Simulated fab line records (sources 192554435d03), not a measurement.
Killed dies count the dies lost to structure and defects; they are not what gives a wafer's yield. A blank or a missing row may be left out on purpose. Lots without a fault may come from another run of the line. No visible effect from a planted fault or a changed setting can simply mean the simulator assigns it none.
Struck lot and sound lot, side by side -- flow n5 finfet -- 16 steps out of a route of 1938
Sound: the wafers L352.1, L352.2, L352.3. The struck wafers were L361.2, L361.6. Last of all comes the cause.
Order at every step that has rows: each side's tool, ch and its chambers, its first start. Under that, the readings that differ: sound wafers -- struck wafers -- difference of the means -- sigmas: that difference in standard deviations of wafers without a fault.
alike: readings whose means differ by less than 2 such deviations, and words and numbers that are the same on both sides. not compared: withheld readings, readings that some wafer has no value for, bounds like >300 that may hide the same value, and numbers for which the record gives no deviation and whose values overlap.
The two part at a step that has a row with sigmas, a row that says differs or no value, or rows on one side only. When numbers do not overlap yet have no deviation, they are printed without sigmas and do not part them. A reading missing from all wafers of one side parts the sides only when that side holds two or more wafers.

first, 5 steps without rows for these wafers: N5_BEOL_M0_CUTY_EBR_52; N5_BEOL_M0_CUTY_SOFTBAKE_53 (time 60 s); N5_BEOL_M0_CUTY_EXPOSE_54 (exposes mask M0 ABLK); N5_BEOL_M0_CUTY_PEB_55 (peb time 60 s); N5_BEOL_M0_CUTY_DEVELOP_56 (develop time 30 s).
N5_BEOL_M0_CUTY_CD_MEAS_57: the cd target is 200 nm.
  sound on cd sem-02 ch 0, day 5 18:24; struck on cd sem-03 ch 0, day 7 23:53
  alike: cd nm
N5_BEOL_M0_CUTY_OVL_MEAS_58:
  sound on overlay-02 ch 0, day 5 18:26; struck on overlay-01 ch 0, day 7 23:55
  alike: M0_ABLK_OVL
N5_BEOL_M0_CUTY_INSPECT_59: inspects for defects (macro).
  struck on defect inspect-02, day 7 23:56; sound on defect inspect-01, day 5 18:28
  alike: raw defect count
N5_BEOL_M0_CUTY_DESCUM_61: chemistry O2, time 7.9 s.
  sound on rie diel-02 ch 0,2,3, day 5 18:56; struck on rie diel-06 ch 2,3, day 7 23:58
  alike: drypump motor current A, oes product au, rf vpp V, showerhead plenum p Torr, temp c, throttle valve pct
  not compared: rf hours counter h
N5_BEOL_M0_CUTY_ETCH_62: etches SiARC in CF4, time 58.5 s.
  sound on rie diel-02 ch 0,2,3, day 5 18:59; struck on rie diel-06 ch 2,3, day 8 00:01
  alike: drypump motor current A, etch rf on time s, oes product au, rf vpp V, showerhead plenum p Torr, throttle valve pct
  not compared: rf hours counter h
N5_BEOL_M0_CUTY_ETCH_63: etches SOC in N2/H2, target depth 82.7 nm, overetch 16.5 nm, time 124 s.
  sound on rie diel-02 ch 0,2,3, day 5 19:02; struck on rie diel-06 ch 2,3, day 8 00:03
  alike: drypump motor current A, oes product au, rf vpp V, showerhead plenum p Torr, temp c, throttle valve pct
  not compared: rf hours counter h
then, 1 step without rows for these wafers: N5_BEOL_M0_CUTY_STRIP_64 (strips in N2/H2).
N5_BEOL_M0_ETCH_138: etches SiCN in CH3F/O2, target depth 12 nm, time 31.6 s.
  sound on rie diel-02 ch 0,2,3, day 5 19:09; struck on rie diel-06 ch 2,3, day 8 00:11
reading,sound,struck,difference,sigmas
etch rf on time s (s),28.8 29.4 27.5,38.0 37.4,+9.1,+11
  alike: CH3F_flow_sccm, drypump motor current A, oes product au, rf vpp V, showerhead plenum p Torr, throttle valve pct
  not compared: rf hours counter h
N5_BEOL_M0_HM_OPEN_105: chemistry Cl2/BCl3, target TiN, target depth 12 nm.
  sound on rie metal-03 ch 0,1, day 5 19:15; struck on rie metal-01 ch 0,1, day 8 05:05
  alike: drypump motor current A, he backside leak sccm, oes product au, throttle valve pct
  not compared: rf hours counter h
-- record jumps: 3 days separate the struck wafers' starts on either side; left off in module BEOL_M0, taken up again in module BEOL_M4, whose first shown step is the route's number 1111 --
N5_BEOL_M4_RC_MEAS_101:
  sound on prober-02 ch 0, day 8 11:53; struck on prober-01 ch 0, day 11 01:07
  alike: DIBL_N, DIBL_P, IOFF_N, IOFF_P, ION_N, ION_P, SS_N, SS_P, VT_N, VT_P
-- here the record skips 5 days between the struck wafers' starts before and after, leaving off in module BEOL_M4 and picking up in module PASSIVATION (first step shown: number 1936 of the route) --
N5_PASSIVATION_PROBE_49:
  struck on prober-01, day 15 14:56; sound on prober-02, day 12 13:05
reading,sound,struck,difference,sigmas
sort_bin_8_speed (%),0.08 0 0,0.17 0,+0.06,+2
  alike: defect limited yield, killed_at_M0_to_M3, killed_at_M4_up, killed at contacts, killed at front end, killed at other, killed dies, killed on rim, killed open, killed short, sort_bin_5_function, sort_bin_6_memory, sort n pass, sort yield pct

== WHERE THEY PART ==
Last at N5_PASSIVATION_PROBE_49 as far as this record goes, first at N5_BEOL_M0_ETCH_138.

WHY: what had been put in by the simulator
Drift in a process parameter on rie diel-06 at N5_BEOL_M0_ETCH_138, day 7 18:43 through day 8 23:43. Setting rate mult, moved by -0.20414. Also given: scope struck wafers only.
